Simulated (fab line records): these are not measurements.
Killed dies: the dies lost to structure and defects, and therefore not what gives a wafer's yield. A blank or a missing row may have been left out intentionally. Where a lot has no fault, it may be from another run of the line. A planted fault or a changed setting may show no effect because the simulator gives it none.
Which tool was responsible? | flow n5-finfet | Sampling: 9 lots, 27 wafers, 7 of 1938 route steps

== WHAT EACH GAUGE READ, for each wafer ==
N5_BEOL_M8_OVL_MEAS_12. Usual: for M8_OVL the level is -0.2 nm and the standard deviation is 0.61.
lot  | measured     | on         | M8_OVL (nm)    | flag
L492 | day 10 12:02 | overlay-01 | -0.5 0.4 0.9   |
L495 | day 11 09:15 | overlay-01 | 0.1 0.4 -0.4   |
L497 | day 12 09:28 | overlay-01 | 0.0 -1.0 -0.2  |
L500 | day 13 20:35 | overlay-02 | -0.6 -0.9 -1.8 |
L502 | day 14 10:27 | overlay-01 | 0.7 -0.7 -0.6  |
L503 | day 14 22:56 | overlay-01 | -0.1 -0.6 -0.5 |
L511 | day 15 22:07 | overlay-02 | -1.0 0.4 0.0   |
L512 | day 16 03:25 | overlay-01 | 1.2 -0.2 0.5   |
L514 | day 17 10:59 | overlay-02 | 0.1 0.6 0.5    |

N5_BEOL_M8_OCD_MEAS_38. Usual: 93.4 nm for trench-depth-nm, sd 1.8.
lot  | measured     | on     | trench-depth-nm (nm) | flag
L492 | day 10 13:53 | ocd-02 | 93.6 90.6 93.5       |
L495 | day 11 12:04 | ocd-01 | 90.6 90.0 91.1       |
L497 | day 12 12:23 | ocd-02 | 91.9 95.2 94.7       |
L500 | day 13 22:11 | ocd-01 | 99.5 104.1 99.9      | OFF
L502 | day 14 14:27 | ocd-02 | 100.5 101.7 104.5    | OFF
L503 | day 15 03:52 | ocd-02 | 95.3 95.8 95.7       |
L511 | day 16 01:39 | ocd-01 | 95.4 95.6 95.6       |
L512 | day 16 07:45 | ocd-01 | 93.7 95.7 95.3       |
L514 | day 17 13:35 | ocd-02 | 93.3 90.9 93.3       |

N5_BEOL_M8_THK_MEAS_53: measures by xrf. Usual: for M8_THK the level is 78.7 nm and the standard deviation is 2.2.
lot  | measured     | on            | M8_THK (nm)    | flag
L492 | day 10 16:02 | film-metro-02 | 79.8 77.0 78.7 |
L495 | day 11 14:59 | film-metro-02 | 75.1 75.8 77.3 |
L497 | day 12 16:07 | film-metro-01 | 76.7 78.4 79.1 |
L500 | day 14 02:05 | film-metro-01 | 84.5 88.5 84.9 | OFF
L502 | day 14 19:14 | film-metro-02 | 85.6 85.4 89.2 | OFF
L503 | day 15 06:44 | film-metro-01 | 80.9 81.2 79.6 |
L511 | day 16 04:26 | film-metro-02 | 82.5 82.5 83.2 |
L512 | day 16 11:18 | film-metro-02 | 80.3 81.9 81.4 |
L514 | day 17 15:55 | film-metro-02 | 76.8 77.4 79.0 |

N5_BEOL_M8_RS_MEAS_57: measurement is done with a four-point probe. Usual: for M8_RS the level is 0.287 ohm/sq and the standard deviation is 0.009.
lot  | measured     | on            | M8_RS (ohm/sq)    | flag
L492 | day 10 16:10 | film-metro-01 | 0.282 0.294 0.287 |
L495 | day 11 15:07 | film-metro-01 | 0.304 0.301 0.296 |
L497 | day 12 16:15 | film-metro-01 | 0.295 0.288 0.286 |
L500 | day 14 02:13 | film-metro-02 | 0.263 0.249 0.261 | OFF
L502 | day 14 19:22 | film-metro-02 | 0.259 0.261 0.248 | OFF
L503 | day 15 06:52 | film-metro-01 | 0.279 0.277 0.284 |
L511 | day 16 04:36 | film-metro-02 | 0.271 0.274 0.268 |
L512 | day 16 11:26 | film-metro-01 | 0.278 0.272 0.275 |
L514 | day 17 16:02 | film-metro-02 | 0.300 0.299 0.291 |

== TOOL THAT RAN EACH LOT (tool first, then ch and the chambers of the sampled wafers, then the start) ==
lot  | N5_BEOL_M8_ETCH_72                 | N5_BEOL_M8_TRENCH_ETCH_37          | N5_BEOL_M8_SURFACE_TREAT_79
L492 | rie-diel-06 ch 2,3, day 10 13:29   | rie-diel-06 ch 2,3, day 10 13:44   | pvd-sputter-03, day 10 15:00
L495 | rie-diel-01 ch 1,2, day 11 11:40   | rie-diel-01 ch 1,2, day 11 11:55   | pvd-sputter-02, day 11 13:22
L497 | rie-diel-04 ch 0,2,3, day 12 11:59 | rie-diel-04 ch 0,2,3, day 12 12:14 | pvd-sputter-02, day 12 13:32
L500 | rie-diel-01 ch 1,3, day 13 21:47   | rie-diel-01 ch 1,3, day 13 22:02   | pvd-sputter-01, day 14 01:05
L502 | rie-diel-01 ch 0,2,3, day 14 14:03 | rie-diel-01 ch 0,2,3, day 14 14:17 | pvd-sputter-02, day 14 15:44
L503 | rie-diel-04 ch 0,3, day 15 03:17   | rie-diel-04 ch 0,3, day 15 03:38   | pvd-sputter-01, day 15 05:25
L511 | rie-diel-04 ch 0,3, day 16 01:15   | rie-diel-04 ch 0,3, day 16 01:29   | pvd-sputter-03, day 16 03:14
L512 | rie-diel-04 ch 0,2,3, day 16 07:21 | rie-diel-04 ch 0,2,3, day 16 07:35 | pvd-sputter-02, day 16 09:31
L514 | rie-diel-01 ch 0,1,3, day 17 13:12 | rie-diel-01 ch 0,1,3, day 17 13:26 | pvd-sputter-01, day 17 14:44
- N5_BEOL_M8_ETCH_72: etches underlayer in N2/H2, target depth 6.5 nm, time 5.2 s.
- N5_BEOL_M8_TRENCH_ETCH_37: etches SiCOH lowk in C4F6/O2, target depth 93.478 nm, time 31.2 s.
- N5_BEOL_M8_SURFACE_TREAT_79

== WHAT THE TOOLS THEMSELVES READ (means of the sampled wafers that have a number; where no wafer has one, the mark that the record gives instead) ==
N5_BEOL_M8_ETCH_72. Usual: drypump-motor-current-A 5.6 A, standard deviation 0.35; etch-rf-on-time-s 5.19 s, standard deviation 0.12; h2-flow-sccm 200.0 sccm, standard deviation 0.68; oes-product-au 0.70 a.u., standard deviation 0.068; rf-fwd-power-W 819.3 W, standard deviation 2.5; rf-vpp-V 525.5 V, standard deviation 2; showerhead-plenum-p-Torr 2.59 Torr, standard deviation 0.065; throttle-valve-pct 17.58 %, standard deviation 0.25.
lot  | tool        | drypump-motor-current-A (A) | etch-rf-on-time-s (s) | h2-flow-sccm (sccm) | oes-product-au (a.u.) | rf-fwd-power-W (W) | rf-vpp-V (V) | showerhead-plenum-p-Torr (Torr) | throttle-valve-pct (%) | flag
L492 | rie-diel-06 | 5.4                         | 5.15                  | 199.9               | 0.74                  | 819.4              | 523.8        | 2.54                            | 17.54                  |
L495 | rie-diel-01 | 5.7                         | 5.36                  | 200.5               | 0.64                  | 820.5              | 526.2        | 2.65                            | 17.74                  |
L497 | rie-diel-04 | 5.8                         | 5.11                  | 199.9               | 0.69                  | 820.9              | 524.2        | 2.55                            | 17.58                  |
L500 | rie-diel-01 | 5.3                         | 5.15                  | 199.9               | 0.63                  | 817.3              | 525.0        | 2.58                            | 17.87                  |
L502 | rie-diel-01 | 5.7                         | 5.20                  | 200.5               | 0.69                  | 819.6              | 528.6        | 2.64                            | 17.54                  |
L503 | rie-diel-04 | 5.7                         | 5.14                  | 199.8               | 0.71                  | 820.5              | 525.2        | 2.56                            | 17.37                  |
L511 | rie-diel-04 | 5.7                         | 5.06                  | 200.8               | 0.71                  | 821.5              | 524.2        | 2.56                            | 17.39                  |
L512 | rie-diel-04 | 5.9                         | 5.13                  | 200.0               | 0.74                  | 819.3              | 523.2        | 2.54                            | 17.48                  |
L514 | rie-diel-01 | 5.5                         | 5.20                  | 200.5               | 0.72                  | 817.5              | 526.3        | 2.60                            | 17.56                  |

N5_BEOL_M8_TRENCH_ETCH_37. Usual: drypump-motor-current-A 5.6 A, standard deviation 0.35; oes_o_777_au 0.82 a.u., standard deviation 0.076; oes-product-au 0.82 a.u., standard deviation 0.081; rf-fwd-power-W 340.5 W, standard deviation 1.9; rf-vpp-V 664 V, standard deviation 16; showerhead-plenum-p-Torr 2.91 Torr, standard deviation 0.065; throttle-valve-pct 20.69 %, standard deviation 0.27.
lot  | tool        | drypump-motor-current-A (A) | oes_o_777_au (a.u.) | oes-product-au (a.u.) | rf-fwd-power-W (W) | rf-vpp-V (V) | showerhead-plenum-p-Torr (Torr) | throttle-valve-pct (%) | flag
L492 | rie-diel-06 | 5.4                         | 0.89                | 0.85                  | 339.0              | 645          | 2.84                            | 20.60                  |
L495 | rie-diel-01 | 5.7                         | 0.76                | 0.75                  | 342.8              | 658          | 2.95                            | 20.73                  |
L497 | rie-diel-04 | 5.8                         | 0.82                | 0.81                  | 339.6              | 683          | 2.87                            | 20.67                  |
L500 | rie-diel-01 | 5.3                         | 0.92                | 0.78                  | 423.3              | 591          | 2.91                            | 21.03                  | OFF
L502 | rie-diel-01 | 5.7                         | 1.01                | 0.85                  | 425.0              | 587          | 2.95                            | 20.66                  | OFF
L503 | rie-diel-04 | 5.7                         | 0.84                | 0.84                  | 340.4              | 692          | 2.89                            | 20.52                  |
L511 | rie-diel-04 | 5.7                         | 0.83                | 0.83                  | 341.2              | 691          | 2.88                            | 20.54                  |
L512 | rie-diel-04 | 5.8                         | 0.87                | 0.87                  | 339.5              | 682          | 2.86                            | 20.58                  |
L514 | rie-diel-01 | 5.5                         | 0.83                | 0.83                  | 341.7              | 658          | 2.93                            | 20.74                  |

== THE ANSWER, worked out from the rows above alone ==
Rule: lot off if the mean of its wafers having a number is beyond 3 standard deviations from the usual mean. Also off: a lot with no number at a reading for which 4 or more lots have one. Any other lot the step has rows for is counted as sound. After the gauges, taken in route order, come the tools' own readings; for these a lot's mean is taken, as printed above. The first step at which some lot is off is used, and at that step the reading that is off furthest; a lot without a number counts as furthest.
Off: L500, L502, at N5_BEOL_M8_OCD_MEAS_38 (trench-depth-nm).
If a tool, at a process step before that reading, ran all the lots that are off and no sound lot after the first of them, it fits. Not tried: the gauges at N5_BEOL_M8_OCD_MEAS_38; whatever is off there is also off at N5_BEOL_M8_THK_MEAS_53, on other tools, and gauge error can't account for it. Of those tried, none fits.

== WHAT WAS PUT IN BY THE SIMULATOR ==
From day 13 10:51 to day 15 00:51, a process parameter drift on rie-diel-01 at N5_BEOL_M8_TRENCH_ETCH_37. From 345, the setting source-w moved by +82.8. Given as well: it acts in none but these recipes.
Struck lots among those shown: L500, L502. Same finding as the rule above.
